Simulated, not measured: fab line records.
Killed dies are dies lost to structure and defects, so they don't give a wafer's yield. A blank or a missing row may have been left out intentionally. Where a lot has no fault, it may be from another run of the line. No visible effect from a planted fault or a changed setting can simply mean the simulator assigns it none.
Matching of chambers	flow n5 finfet	uv cure-03 running N5_BEOL_M11_CURE_72: 3 sister chambers
The step cures SiCOH lowk, time 120 s. 3 wafers are shown with their chamber, then 8 later ones without.

== WAFERS WITH THEIR CHAMBER ==
wafer	chamber	wafer_temp_C_max
L077.6	2	371.0
L082.6	0	371.4
L089.2	1	371.8

== WAFERS WITHOUT THEIR CHAMBER ==
wafer	wafer_temp_C_max
L089.5	372.6
L089.6	372.1
L092.2	371.5
L092.4	371.8
L092.5	372.5
L094.2	371.5
L094.4	371.7
L094.6	371.6

== EACH ONE'S CHAMBER ==
wafer	from the rows above	in truth
L089.5	can't be placed: 1 or 0 or 2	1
L089.6	can't be placed: 1 or 0 or 2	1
L092.2	can't be placed: 0 or 1 or 2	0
L092.4	can't be placed: 1 or 0 or 2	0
L092.5	can't be placed: 1 or 0 or 2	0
L094.2	can't be placed: 0 or 1 or 2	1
L094.4	can't be placed: 1 or 0 or 2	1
L094.6	can't be placed: 1 or 0 or 2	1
Correct placement for 0 of the 8. Can't be placed from these rows: 8 (the true chamber is among the candidates in 8). Placed wrongly: 0.
How it was worked out, from the rows above alone: a wafer's distance from a chamber is the root of the sum, over the readings, of the square of ((its reading less the chamber's mean) divided by the reading's scatter). If the next closest chamber is less than 2 further off than the closest, the wafer can't be placed; otherwise it belongs to the closest. Each chamber's mean is taken over the wafers shown for it. The scatter (one wafer shown for each chamber): square how far every hidden wafer sits from the nearest shown wafer, average those squares and take the square root.
